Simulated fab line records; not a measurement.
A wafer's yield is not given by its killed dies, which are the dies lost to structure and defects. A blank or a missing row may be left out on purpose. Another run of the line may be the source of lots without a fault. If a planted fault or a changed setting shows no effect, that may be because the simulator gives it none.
Which tool is to blame?	flow n5-finfet	route of 1938 steps, sampled at 1 step: 11 lots, 32 wafers

## WHAT EACH GAUGE READ, for each wafer
N5_BEOL_M12_INSPECT_30: inspects for defects (macro).
lot	measured	on	raw-defect-count
L932	day 10 13:23	defect-inspect-01	3 3 5
L933	day 10 15:33	defect-inspect-01	1 2 2
L935	day 11 06:52	defect-inspect-02	0 3 2
L939	day 11 22:19	defect-inspect-02	1 2 0
L943	day 13 07:15	defect-inspect-02	3 0 3
L941	day 13 08:07	defect-inspect-02	4 2 1
L945	day 14 00:05	defect-inspect-01	4 1
L946	day 14 08:27	defect-inspect-01	1 2 2
L948	day 14 08:35	defect-inspect-01	2 3 1
L947	day 14 10:16	defect-inspect-01	2 3 1
L952	day 16 04:38	defect-inspect-02	4 4 3

## WHAT TOOL EACH LOT RAN ON (gives the tool, then ch and the chambers of the sampled wafers, and finally the start)
The record shows no process step preceding these readings.

## THE ANSWER, worked out from the rows above alone
Rule: what is usual is taken from the lots themselves. Put in order of their means at a reading, lots are off if they are a third of the lots or fewer, leave a main group of 4 or more, and stand apart from it by a gap of 3 or more times the standard deviation of the main group's means; of several such gaps the widest counts. Not used: any main group whose means are identical at the precision the tables above print for the reading. Also off: a lot with no number at a reading for which 4 or more lots have one. All remaining lots with rows at the step are treated as sound.
None of the lots is off at any reading shown; this tells nothing.

## WHAT THE SIMULATOR PUT IN
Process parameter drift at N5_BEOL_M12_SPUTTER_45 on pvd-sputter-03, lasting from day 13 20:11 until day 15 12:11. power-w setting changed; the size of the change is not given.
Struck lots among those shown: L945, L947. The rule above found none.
